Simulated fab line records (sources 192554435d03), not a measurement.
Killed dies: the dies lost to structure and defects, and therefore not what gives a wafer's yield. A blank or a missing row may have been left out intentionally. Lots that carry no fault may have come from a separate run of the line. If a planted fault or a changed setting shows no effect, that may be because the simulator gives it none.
Which of the tools did it? :: flow n5Finfet :: 36 wafers from 12 lots sampled at 3 of the route's 1938 steps

WHAT THE GAUGES SHOWED, per wafer
N5_BEOL_M10_OCD_MEAS_38.
lot: L074
measured: day 10 14:12
on: ocd-02
trenchDepthNm (nm): 148.3 148.7 148.8

lot: L077
measured: day 11 07:21
on: ocd-02
trenchDepthNm (nm): 152.7 149.0 151.2

lot: L081
measured: day 11 12:08
on: ocd-02
trenchDepthNm (nm): 150.7 146.3 150.6

lot: L080
measured: day 11 18:51
on: ocd-02
trenchDepthNm (nm): 153.5 149.4 150.0

lot: L084
measured: day 12 17:36
on: ocd-02
trenchDepthNm (nm): 145.8 148.2 147.4

lot: L085
measured: day 12 19:55
on: ocd-02
trenchDepthNm (nm): 147.9 146.3 152.1

lot: L087
measured: day 13 10:10
on: ocd-01
trenchDepthNm (nm): 155.7 153.3 156.7

lot: L088
measured: day 13 16:26
on: ocd-01
trenchDepthNm (nm): 149.4 148.2 149.3

lot: L091
measured: day 14 03:15
on: ocd-01
trenchDepthNm (nm): 147.8 151.8 150.1

lot: L092
measured: day 15 00:39
on: ocd-02
trenchDepthNm (nm): 152.1 147.3 153.0

lot: L095
measured: day 15 09:01
on: ocd-01
trenchDepthNm (nm): 148.8 149.5 148.9

lot: L097
measured: day 15 14:13
on: ocd-01
trenchDepthNm (nm): 154.1 152.7 149.9

WHICH TOOL RAN EACH LOT (tool, then ch and the chambers of the sampled wafers, then the start)
lot: L074
N5_BEOL_M10_ILD_DEP_00: pecvd-04 ch 0,1, day 10 08:03
N5_BEOL_M10_DESCUM_33: rieDiel-06 ch 1,2, day 10 13:43

lot: L077
N5_BEOL_M10_ILD_DEP_00: pecvd-03 ch 0,1, day 11 03:25
N5_BEOL_M10_DESCUM_33: rieDiel-06 ch 0,3, day 11 06:52

lot: L081
N5_BEOL_M10_ILD_DEP_00: pecvd-03 ch 0,2, day 11 09:02
N5_BEOL_M10_DESCUM_33: rieDiel-06 ch 1,3, day 11 11:38

lot: L080
N5_BEOL_M10_ILD_DEP_00: pecvd-01 ch 0,2, day 11 13:04
N5_BEOL_M10_DESCUM_33: rieDiel-04 ch 0,1,3, day 11 18:22

lot: L084
N5_BEOL_M10_ILD_DEP_00: pecvd-03 ch 0,2, day 12 12:52
N5_BEOL_M10_DESCUM_33: rieDiel-06 ch 1,2,3, day 12 17:06

lot: L085
N5_BEOL_M10_ILD_DEP_00: pecvd-04 ch 0,1, day 12 17:10
N5_BEOL_M10_DESCUM_33: rieDiel-04 ch 0,1,3, day 12 19:25

lot: L087
N5_BEOL_M10_ILD_DEP_00: pecvd-01 ch 0,2, day 13 03:26
N5_BEOL_M10_DESCUM_33: rieDiel-05 ch 0,1, day 13 09:41

lot: L088
N5_BEOL_M10_ILD_DEP_00: pecvd-03 ch 1,2, day 13 11:16
N5_BEOL_M10_DESCUM_33: rieDiel-04 ch 2,3, day 13 15:56

lot: L091
N5_BEOL_M10_ILD_DEP_00: pecvd-04 ch 0,1,2, day 13 21:38
N5_BEOL_M10_DESCUM_33: rieDiel-05 ch 1,2, day 14 02:31

lot: L092
N5_BEOL_M10_ILD_DEP_00: pecvd-01 ch 0,1,2, day 14 21:01
N5_BEOL_M10_DESCUM_33: rieDiel-04 ch 0,1, day 15 00:09

lot: L095
N5_BEOL_M10_ILD_DEP_00: pecvd-01 ch 0,1,2, day 15 04:46
N5_BEOL_M10_DESCUM_33: rieDiel-06 ch 2,3, day 15 08:32

lot: L097
N5_BEOL_M10_ILD_DEP_00: pecvd-04 ch 0,1, day 15 09:43
N5_BEOL_M10_DESCUM_33: rieDiel-05 ch 1,2, day 15 13:29
- N5_BEOL_M10_ILD_DEP_00: deposits SiCOH lowk from DEMS/porogen, target thk 308.51 nm, time 58 s.
- N5_BEOL_M10_DESCUM_33: chemistry O2, time 7.9 s.

THE ANSWER, worked out from the rows above alone
Rule: usual is defined by the lots themselves. Put in order of their means at a reading, lots are off if they are a third of the lots or fewer, leave a main group of 4 or more, and stand apart from it by a gap of 3 or more times the standard deviation of the main group's means; of several such gaps the widest counts. If all means in a main group match to the digits the tables above print for the reading, that group is not used. Also off: a lot with no number at a reading for which 4 or more lots have one. All remaining lots with rows at the step are treated as sound.
None of the lots is off at any reading shown; this tells nothing.

WHAT HAD BEEN PUT IN BY THE SIMULATOR
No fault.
